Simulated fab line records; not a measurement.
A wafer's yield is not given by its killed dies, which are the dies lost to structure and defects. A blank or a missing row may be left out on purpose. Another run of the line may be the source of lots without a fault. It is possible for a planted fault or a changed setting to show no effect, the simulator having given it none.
fab line records | flow n5-finfet
record: lots: 4 | wafers: 12 | last-day: 19
route steps=1938 shown BEOL_M7@1317 BEOL_M8@1332 PASSIVATION@1936
lots with no fault: from the same line, run without faults
start-h: start of the lot's first displayed wafer, in hours after the record's first day | wait-h: hours elapsed since this lot's preceding step | " identical to the entry in the row above | L1.1+2: a single row standing in for several wafers | - no value present, or no start provided | * or withheld: withheld | < > ~ a bound
route shown NAME@n: a module of which the file shows steps, and the number in the route of the first | usual: mean/standard deviation taken from wafers without a fault | same: alike in all rows | chamber/n: place in a boat | sites: per-site readings | _std_site: the values' standard deviation | _edge_site: outer sites' mean less inner sites' | radius-mm: for every site, how far away it sits from the centre of the wafer | mask NAME#n: copy n | behind: the most recent tool/chamber to have shaped the wafer | hold: why the lot was held/for how many hours/how that ended | device: whichever transistor did not switch (one of n, p or np) | end of line: tests run on the same wafers once the route is complete | step lacking rows: just its recipe | killed: at the first sort, the dies lost to defects and structure; wafer yield is something else | map: shows each die of a wafer: x if killed, . if not, _ if none is there
set.NAME: setting as actually run; set.NAME@STEP: the setting as run at that earlier step | model.NAME: the simulator's own value behind a step, which no gauge read
certain route steps with their lots: each step a table, each wafer a row
services: a tool's chamber out of use, with start hour (start-h, from the record's first day; less than 0 if before it), hours out, and reason
== steps ==
step: N5_BEOL_M7_CURE_75
recipe: temp-c: 370 | time-s: 120 | ambient: DMADMS/He | material: SiCOH_lowk
step: N5_BEOL_M7_DEGAS_44
recipe: ambient: vacuum | temp-c: 250 | time-s: 60
step: N5_BEOL_M7_PRE_CLEAN_45
recipe: gas: H2/He | time-s: 30 | temp-c: 250
step: N5_BEOL_M7_ALD_77
recipe: material: TaN | target-thk-a: 20 | temp-c: 275 | ald-precursor-family: PDMAT | ald-co-reactant: NH3 | pressure-torr: 3 | carrier-flow-sccm: 1500 | pulse-time-s: 2 | purge-time-s: 3 | co-reactant-purge-time-s: 2 | co-reactant-pulse-time-s: 3 | ald-cycles: 40 | precursor-vessel-temp-c: 75 | precursor-vessel-pressure-torr: 26.25 | precursor-vessel-carrier-sccm: 1000
step: N5_BEOL_M7_SURFACE_TREAT_79
recipe: gas: Ar | time-s: * | ion-energy-ev: * | ion-current-ma-cm2: 0.5 | pressure-mtorr: * | ar-flow-sccm: 30
step: N5_BEOL_M7_CVD_78
recipe: material: Co | target-thk-a: 20 | temp-c: withheld | precursor: CCTBA/H2 | pressure-torr: 30 | time-s: 142.3
step: N5_BEOL_M7_SPUTTER_48
recipe: material: Cu | target-thk-a: 100 | temp-c: -20 | bias-v: 60 | power-w: 26000 | chamber-pressure-pa: 0.13 | time-s: 1.667
step: N5_BEOL_M7_ECD_50
recipe: material: Cu | target-thk-a: 3000
step: N5_BEOL_M7_ANNEAL_51
recipe: temp-c: 225 | time-s: 90 | ambient: N2
step: N5_BEOL_M7_CMP_52
recipe: stop-on: SiCOH_lowk | t-overpolish-s: 6.9 | down-force-psi: 1 | platen-rpm: 50 | clearing-platen-down-force-psi: 1.5 | clearing-platen-rpm: 50 | post-cmp-clean: cu-alkaline | target-thk-nm: 80 | clearing-platen-pad-velocity-m-s: 0.99484 | pad-velocity-m-s: 0.99484
step: N5_BEOL_M7_PRE_CLEAN_55
recipe: gas: NH3 | time-s: 15 | temp-c: withheld | rf-power-w: 300
lot.wafer  | tool     | chamber | start-h | wait-h
L199.3+4+5 | pecvd-02 | 2,2,0   | 278.94  | 0.0
L200.4+5+6 | pecvd-02 | 1,2,0   | 280.96  | 0.0
L211.3+4+6 | pecvd-04 | 2,0,2   | 357.92  | 0.0
L213.2+5+6 | pecvd-02 | 0,2,0   | 383.06  | 0.0
step: N5_BEOL_M7_DEP_56
recipe: material: SiCN | target-thk-a: 100 | temp-c: withheld | precursor: 3MS/NH3 | pressure-torr: 3 | rf-w: 202 | time-s: 17.5
step: N5_BEOL_M7_INSPECT_58
recipe: inspect-instrument: darkfield | mode: post-dep
usual: raw-defect-count: 78/29
lot.wafer | tool              | chamber | start-h | wait-h | raw-defect-count
L199.3    | defect-inspect-02 | -       | 279.06  | 0.0    | 907
L199.4    | "                 | -       | "       | "      | 905
L199.5    | "                 | -       | "       | "      | 190
L200.4    | defect-inspect-02 | -       | 281.07  | 0.0    | 63
L200.5    | "                 | -       | "       | "      | 770
L200.6    | "                 | -       | "       | "      | 61
L211.3    | defect-inspect-01 | -       | 358.04  | 0.0    | 38
L211.4    | "                 | -       | "       | "      | 70
L211.6    | "                 | -       | "       | "      | 32
L213.2    | defect-inspect-02 | -       | 383.18  | 0.0    | 74
L213.5    | "                 | -       | "       | "      | 68
L213.6    | "                 | -       | "       | "      | 74
step: N5_BEOL_M8_ILD_DEP_00
recipe: material: SiCOH_lowk | target-thk-a: 1797.5 | temp-c: 300 | precursor: DEMS/porogen | pressure-torr: 5 | rf-w: 500 | time-s: 33.4
step: N5_BEOL_M8_CURE_74
recipe: temp-c: 385 | time-s: 240 | ambient: He/Ar | material: SiCOH_lowk
step: N5_BEOL_M8_PECVD_70
recipe: material: SiO2 | target-thk-a: 200 | temp-c: 400 | precursor: TEOS/O2 | pressure-torr: 5.5 | rf-w: 450 | teos-flow-sccm: 53.8 | gas: O2 | flow-sccm: 3000 | time-s: 22.7
step: N5_BEOL_M8_HM_DEP_02
recipe: material: TiN | target-thk-a: 200 | temp-c: 25 | chamber-pressure-pa: 0.49996
step: N5_BEOL_M8_COAT_59
recipe: resist: SOC | temp-c: 250 | time-s: 60 | spin-rpm: 1500 | resist-thk-nm: 100
step: N5_BEOL_M8_COAT_60
recipe: resist: SiARC | temp-c: 220 | time-s: 60 | spin-rpm: 1500 | resist-thk-nm: 35
step: N5_BEOL_M8_COAT_05
recipe: resist: CAR-ArF | spin-rpm: 1500 | resist-thk-nm: 90
step: N5_BEOL_M8_EBR_07
recipe: solvent: PGMEA | ebr-width-mm: 1.5
step: N5_BEOL_M8_SOFTBAKE_06
recipe: temp-c: 110 | time-s: 60 | resist: CAR-ArF
step: N5_BEOL_M8_EXPOSE_08
recipe: mask-id: M8 | na: 1.35 | source-shape: dipole | sigma-inner: 0.817 | sigma-outer: 0.97 | polarization: te | dose-mj: 68.25
step: N5_BEOL_M8_PEB_09
recipe: peb-temp-c: withheld | peb-time-s: 60 | resist: CAR-ArF
step: N5_BEOL_M8_DEVELOP_10
recipe: develop-time-s: 30 | developer: TMAH | resist: CAR-ArF | rinse-liquid: diw | dry: air-spin | dev-temp-c: 23
step: N5_BEOL_M8_INSPECT_13
recipe: mode: adi | inspect-instrument: brightfield
usual: raw-defect-count: 440/96
lot.wafer | tool              | chamber | start-h | wait-h | raw-defect-count
L199.3    | defect-inspect-02 | -       | 280.91  | 0.0    | 1264
L199.4    | "                 | -       | "       | "      | 1262
L199.5    | "                 | -       | "       | "      | 662
L200.4    | defect-inspect-02 | -       | 284.27  | 0.0    | 464
L200.5    | "                 | -       | "       | "      | 1125
L200.6    | "                 | -       | "       | "      | 474
L211.3    | defect-inspect-02 | -       | 360.07  | 0.0    | 290
L211.4    | "                 | -       | "       | "      | 338
L211.6    | "                 | -       | "       | "      | 368
L213.2    | defect-inspect-01 | -       | 385.61  | 0.0    | 456
L213.5    | "                 | -       | "       | "      | 296
L213.6    | "                 | -       | "       | "      | 454
step: N5_BEOL_M8_DESCUM_16
recipe: chemistry: O2 | time-s: 7.9 | source-power-w: 50 | bias-power-w: 20 | pressure-mtorr: 20 | rf-frequency-hz: 2.712e+07 | temp-c: 40 | resist: CAR-ArF | o2-flow-sccm: 225
step: N5_PASSIVATION_PROBE_49
usual: defect-limited-yield: 91.6/1.4 | killed_at_M0_to_M3: 33/10 | killed_at_M4_up: 13/5.3 | killed-at-contacts: 13/5.9 | killed-at-front-end: 36/12 | killed-at-other: 4/3.1 | killed-dies: 99/16 | killed-on-rim: 13/4.2 | killed-open: 65/13 | killed-short: 32/7.3 | sort_bin_5_function: 4.9/0.9 | sort_bin_6_memory: 3.1/0.66 | sort-n-pass: 1081/17 | sort-yield-pct: 91.6/1.4
same: gross-dies: 1180 | killed-at-back-side: 0 | sort_bin_4_leakage[%]: 0 | sort_bin_8_speed[%]: 0
lot.wafer | tool      | chamber | start-h | wait-h | defect-limited-yield[%] | killed_at_M0_to_M3 | killed_at_M4_up | killed-at-contacts | killed-at-front-end | killed-at-other | killed-dies | killed-on-rim | killed-open | killed-short | sort_bin_5_function[%] | sort_bin_6_memory[%] | sort-n-pass | sort-yield-pct[%]
L199.3    | prober-01 | -       | 349.45  | 0.1    | 81.0                    | 55                 | 126             | 11                 | 28                  | 4               | 224         | 32            | 62          | 46           | 10.4                   | 5.2                  | 956         | 81.0
L199.4    | prober-01 | -       | 349.50  | 0.2    | 82.4                    | 44                 | 131             | 12                 | 19                  | 2               | 208         | 31            | 69          | 20           | 11.0                   | 3.8                  | 972         | 82.4
L199.5    | prober-01 | -       | 349.55  | 0.2    | 93.1                    | 28                 | 20              | 5                  | 26                  | 2               | 81          | 15            | 57          | 21           | 4.7                    | 1.9                  | 1099        | 93.1
L200.4    | prober-01 | -       | 350.17  | 0.2    | 89.9                    | 28                 | 12              | 33                 | 45                  | 1               | 119         | 16            | 85          | 34           | 6.2                    | 3.6                  | 1061        | 89.9
L200.5    | prober-01 | -       | 350.22  | 0.2    | 83.1                    | 21                 | 121             | 19                 | 36                  | 2               | 199         | 29            | 59          | 34           | 9.7                    | 4.2                  | 981         | 83.1
L200.6    | prober-01 | -       | 350.27  | 0.3    | 92.7                    | 28                 | 21              | 10                 | 27                  | 0               | 86          | 8             | 55          | 28           | 4.7                    | 2.3                  | 1094        | 92.7
L211.3    | prober-02 | -       | 439.35  | 0.1    | 91.9                    | 29                 | 7               | 11                 | 47                  | 2               | 96          | 13            | 62          | 34           | 5.1                    | 2.6                  | 1084        | 91.9
L211.4    | prober-02 | -       | 439.40  | 0.2    | 86.4                    | 44                 | 11              | 16                 | 87                  | 2               | 160         | 23            | 109         | 45           | 8.1                    | 4.9                  | 1020        | 86.4
L211.6    | prober-02 | -       | 439.50  | 0.3    | 90.5                    | 43                 | 7               | 10                 | 49                  | 3               | 112         | 15            | 74          | 37           | 5.8                    | 3.6                  | 1068        | 90.5
L213.2    | prober-01 | -       | 459.11  | 0.1    | 92.6                    | 34                 | 11              | 15                 | 22                  | 5               | 87          | 15            | 59          | 27           | 3.7                    | 3.3                  | 1093        | 92.6
L213.5    | prober-01 | -       | 459.26  | 0.2    | 92.8                    | 37                 | 11              | 9                  | 23                  | 5               | 85          | 15            | 47          | 36           | 3.6                    | 3.2                  | 1095        | 92.8
L213.6    | prober-01 | -       | 459.31  | 0.3    | 92.0                    | 19                 | 8               | 15                 | 49                  | 3               | 94          | 6             | 64          | 30           | 4.9                    | 2.9                  | 1086        | 92.0
killed by level:class
L199.3 BEOL_M7:unspecified=110 BEOL_M0_SAQP:geometric-particle:open=15 BEOL_M0_SAQP:geometric-particle:short=13 MOL_CONTACT_COAG:geometric-particle:open=10 BEOL_M1:geometric-particle:open=6 BEOL_M4:geometric-particle:open=6 BEOL_M2:geometric-particle:open=6 STARTING-WAFER:geometric-particle:open=5
L199.4 BEOL_M7:unspecified=116 BEOL_M0_SAQP:geometric-particle:open=12 BEOL_M3:geometric-particle:open=11 MOL_CONTACT_COAG:geometric-particle:open=8 BEOL_M1:geometric-particle:open=7 STI_FIN_REVEAL:geometric-particle:open=6 BEOL_M2:geometric-particle:open=6 BEOL_M4:geometric-particle:open=6
L199.5 BEOL_M1:geometric-particle:open=11 BEOL_M4:geometric-particle:open=6 MOL_CONTACT_COAG:geometric-particle:open=5 BEOL_M2:geometric-particle:open=5 BEOL_M8:geometric-particle:open=5 STI_FIN_REVEAL:geometric-particle:open=4 DUMMY_GATE:geometric-particle:open=4 FIN_SAQP:geometric-particle:open=3
L200.4 MOL_CONTACT_COAG:geometric-particle:open=24 STI_FIN_REVEAL:geometric-particle:open=14 MOL_CONTACT_COAG:geometric-particle:short=9 BEOL_M0_SAQP:geometric-particle:open=8 BEOL_M2:geometric-particle:open=8 GATE_CUT:geometric-particle:short=6 BEOL_M4:geometric-particle:open=6 FIN_SAQP:geometric-particle:short=4
L200.5 BEOL_M7:unspecified=106 MOL_CONTACT_COAG:geometric-particle:open=15 BEOL_M4:geometric-particle:open=11 FIN_SAQP:geometric-particle:short=10 STI_FIN_REVEAL:geometric-particle:open=8 BEOL_M3:geometric-particle:open=5 FIN_SAQP:geometric-particle:open=4 GATE_CUT:geometric-particle:short=4
L200.6 BEOL_M4:geometric-particle:open=9 MOL_CONTACT_COAG:geometric-particle:open=8 BEOL_M0_SAQP:geometric-particle:short=6 BEOL_M0:geometric-particle:short=6 BEOL_M2:geometric-particle:open=6 STI_FIN_REVEAL:geometric-particle:open=5 BEOL_M0_SAQP:geometric-particle:open=5 FIN_SAQP:geometric-particle:short=4
L211.3 STI_FIN_REVEAL:geometric-particle:open=24 BEOL_M0_SAQP:geometric-particle:short=13 MOL_CONTACT_COAG:geometric-particle:open=11 FIN_SAQP:geometric-particle:short=7 FIN_SAQP:geometric-particle:open=4 STI_FIN_REVEAL:geometric-particle:short=4 BEOL_M0_SAQP:geometric-particle:open=4 BEOL_M0:geometric-particle:open=4
L211.4 STI_FIN_REVEAL:geometric-particle:open=35 FIN_SAQP:geometric-particle:short=11 MOL_CONTACT_COAG:geometric-particle:open=11 FIN_SAQP:geometric-particle:open=10 BEOL_M0_SAQP:geometric-particle:short=9 BEOL_M3:geometric-particle:open=8 BEOL_M0_SAQP:geometric-particle:open=8 BEOL_M5:geometric-particle:open=5
L211.6 STI_FIN_REVEAL:geometric-particle:open=17 BEOL_M0_SAQP:geometric-particle:short=13 FIN_SAQP:geometric-particle:open=12 BEOL_M0_SAQP:geometric-particle:open=12 FIN_SAQP:geometric-particle:short=10 MOL_CONTACT_COAG:geometric-particle:open=9 BEOL_M3:geometric-particle:open=7 BEOL_M1:geometric-particle:open=4
L213.2 BEOL_M0_SAQP:geometric-particle:open=11 BEOL_M3:geometric-particle:open=11 MOL_CONTACT_COAG:geometric-particle:open=8 STI_FIN_REVEAL:geometric-particle:open=6 MOL_CONTACT_COAG:geometric-particle:short=6 STARTING-WAFER:geometric-particle:short=5 FIN_SAQP:geometric-particle:short=4 BEOL_M1:geometric-particle:open=4
L213.5 BEOL_M0_SAQP:geometric-particle:short=11 MOL_CONTACT_COAG:geometric-particle:open=9 BEOL_M1:geometric-particle:short=7 BEOL_M0_SAQP:geometric-particle:open=6 BEOL_M3:geometric-particle:open=6 STI_FIN_REVEAL:geometric-particle:open=4 GATE_CUT:geometric-particle:short=4 BEOL_M2:geometric-particle:open=4
L213.6 STI_FIN_REVEAL:geometric-particle:open=20 MOL_CONTACT_COAG:geometric-particle:open=9 FIN_SAQP:geometric-particle:short=8 BEOL_M2:geometric-particle:open=7 MOL_CONTACT_COAG:geometric-particle:short=6 BEOL_M3:geometric-particle:open=5 STARTING-WAFER:geometric-particle:open=4 FIN_SAQP:geometric-particle:open=3
map L199.3 (x killed, . not)
_________________x.......x...________________
______________xxx.....x....x.x.._____________
___________xxxxxxxx........x......x__________
__________xxxxxxxxxx................_________
________xxxxxxxxxxxx..x.x....x........_______
_______xxxxxxxxxxxx..x...x..x.........x______
______xxxxxxxxxxxxxxx..................._____
_____.xxxxxxxxxxxxx.x.............x..x...____
____..xxxxxxxxxxxxxxx......x.x............___
___...xxxxxx.xxxxx.......x..x.x.....x......__
___....x.xxxx.x.x.x.................xx.....__
__x.....x..xxx..x..x..............x..x......_
__...............x......x.x................._
_x...................x......x................
_...x......xx.x..................x...........
_....x..............x..................x.....
_.........x..........xx...x.................x
_................x..................x..x.....
_....x....x..x....x.........x.........x.x..x.
_...x......x....x............................
_...x.....x.......................x..........
__.....x...x.......x........xx.......x....x._
__......x.....x.................x........x.._
___.x.x.................x.......x..x.......__
___....x...............................x..x__
____x...................x..x.x............___
_____x........x............xx.x....xx....____
______....x.x......................xx..._____
_______.......x.....x..................______
________....x................xx......._______
__________..........x..............._________
___________.....x..............x...__________
______________x....x.x.......x.._____________
_________________....x.......________________
map L200.5 (x killed, . not)
_________________.........xx.________________
______________xxxx.............._____________
___________xxxxxxx.................__________
__________xxxxxxxxx.......x........._________
________xxxxxxxxxxxx.................x_______
_______xxxxxxxxxxxxx..x.....x.x....x...______
______xxxxxxxxxxxxx.x........xx........._____
_____x.xxxxxxxxxxxx.x............x...xx..____
____.x.xxxxxxxxxxxxxx.......x.............___
___..x.xxxxxxxxxxxxx...x..x...x.....x....x.__
___.....x.xx.xxxx.x..............x....x....__
__.......xx.x..xx..........x...........xxx.x_
__.x...............................x........_
_........x.......x...........................
_....x....................................x..
_..x......x.....x...x........................
_......................xx....................
_........x.........x..........x......x..x....
_..x......................................x..
_....x.x..x......x......x....................
_..x.......x.x........x..........x..........x
__.........................................._
__..x................x....x............x...._
___.............x.x...............x........__
___......x..x................xx............__
____..............x............x..........___
_____.......x.......x................x...____
______................x...x............._____
_______...x......x........x............______
________........x....x......x........._______
__________.........................._________
___________........................__________
______________.................._____________
_________________.x...xx....x________________
== services ==
tool     | chamber | start-h | hours | kind
pecvd-04 | 0       | 256.02  | 5.2   | repair
pecvd-02 | 0       | 273.00  | 5.5   | scheduled-down
pecvd-04 | 2       | 301.00  | 2.5   | repair
pecvd-04 | 1       | 322.83  | 2.1   | scheduled-down
pecvd-02 | -       | 337.78  | 0.8   | pm
pecvd-02 | 1       | 356.54  | 5.0   | scheduled-down
== key ==
first-sign: step: N5_BEOL_M7_INSPECT_58 | reading: raw-defect-count | direction: up | sigmas: 27 | usual: 78 | struck: 861
effect: step: N5_BEOL_M8_INSPECT_13 | reading: raw-defect-count | direction: up | sigmas: 8.1 | usual: 440 | struck: 1217
effect: step: N5_PASSIVATION_PROBE_49 | reading: killed_at_M4_up | direction: up | sigmas: 21 | usual: 13 | struck: 126
more-kills-born-at: N5_BEOL_M7_PRE_CLEAN_55@pecvd-02: 332
met-at N5_BEOL_M7_PRE_CLEAN_55
struck-wafers L199.3,L199.4,L200.5
fault: kind: chamber-particle-source | tool: pecvd-02 | chamber: 2 | onset-h: 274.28 | steps: N5_BEOL_M7_PRE_CLEAN_55 | rate-per-visit-cm2: 1.2475 | end-h: 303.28
